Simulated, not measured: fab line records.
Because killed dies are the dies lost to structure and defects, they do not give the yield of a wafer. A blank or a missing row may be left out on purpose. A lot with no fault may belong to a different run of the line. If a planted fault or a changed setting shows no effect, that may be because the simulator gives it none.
Chamber matching | flow n5 finfet | uv cure-03 running N5_BEOL_M8_CURE_75: 3 sister chambers
The step cures SiCOH lowk, time 120 s. 6 wafers are shown with their chamber, then 11 later ones without.

== EACH WAFER AND ITS CHAMBER ==
wafer  | chamber | wafer_temp_C_max | lamp power pct (%)
L082.4 | 1       | 371.5            | 52.35
L082.5 | 1       | 371.3            | 52.36
L085.2 | 0       | 370.8            | 52.26
L085.4 | 0       | 371.0            | 52.35
L087.4 | 2       | 371.3            | 52.31
L086.2 | 2       | 371.3            | 52.30

== WAFERS WHOSE CHAMBER IS MISSING ==
wafer  | wafer_temp_C_max | lamp power pct (%)
L086.4 | 371.1            | 52.33
L086.6 | 371.3            | 52.31
L093.3 | 371.3            | 52.31
L093.4 | 371.2            | 52.29
L093.6 | 371.5            | 52.26
L092.1 | 370.9            | 52.32
L092.3 | 370.8            | 52.35
L092.5 | 371.4            | 52.29
L097.1 | 371.0            | 52.32
L097.4 | 371.1            | 52.23
L097.6 | 370.6            | 52.31

== THE CHAMBER EACH PASSED THROUGH ==
wafer  | from the rows above          | in truth
L086.4 | can't be placed: 2 or 0 or 1 | 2
L086.6 | can't be placed: 2 or 1      | 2
L093.3 | can't be placed: 2 or 1      | 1
L093.4 | can't be placed: 2 or 1 or 0 | 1
L093.6 | can't be placed: 2 or 1      | 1
L092.1 | 0                            | 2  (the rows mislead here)
L092.3 | 0                            | 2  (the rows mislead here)
L092.5 | can't be placed: 2 or 1      | 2
L097.1 | can't be placed: 0 or 2      | 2
L097.4 | can't be placed: 2 or 0 or 1 | 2
L097.6 | 0                            | 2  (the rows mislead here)
Correctly placed: 0 of 11. From these rows, 8 cannot be placed; in 8 the true chamber is one of the candidates. 3 placed wrongly.
How it was worked out, from the rows above alone: a wafer's distance from a chamber is the root of the sum, over the readings, of the square of ((its reading less the chamber's mean) divided by the reading's scatter). The wafer belongs to the nearest chamber; if the next one is less than 2 further off, it can't be placed. The mean given for a chamber averages the wafers shown for that chamber. The scatter is the square root of a quotient: the sum, over the shown wafers, of each reading's squared deviation from its chamber's mean, divided by wafers minus chambers.
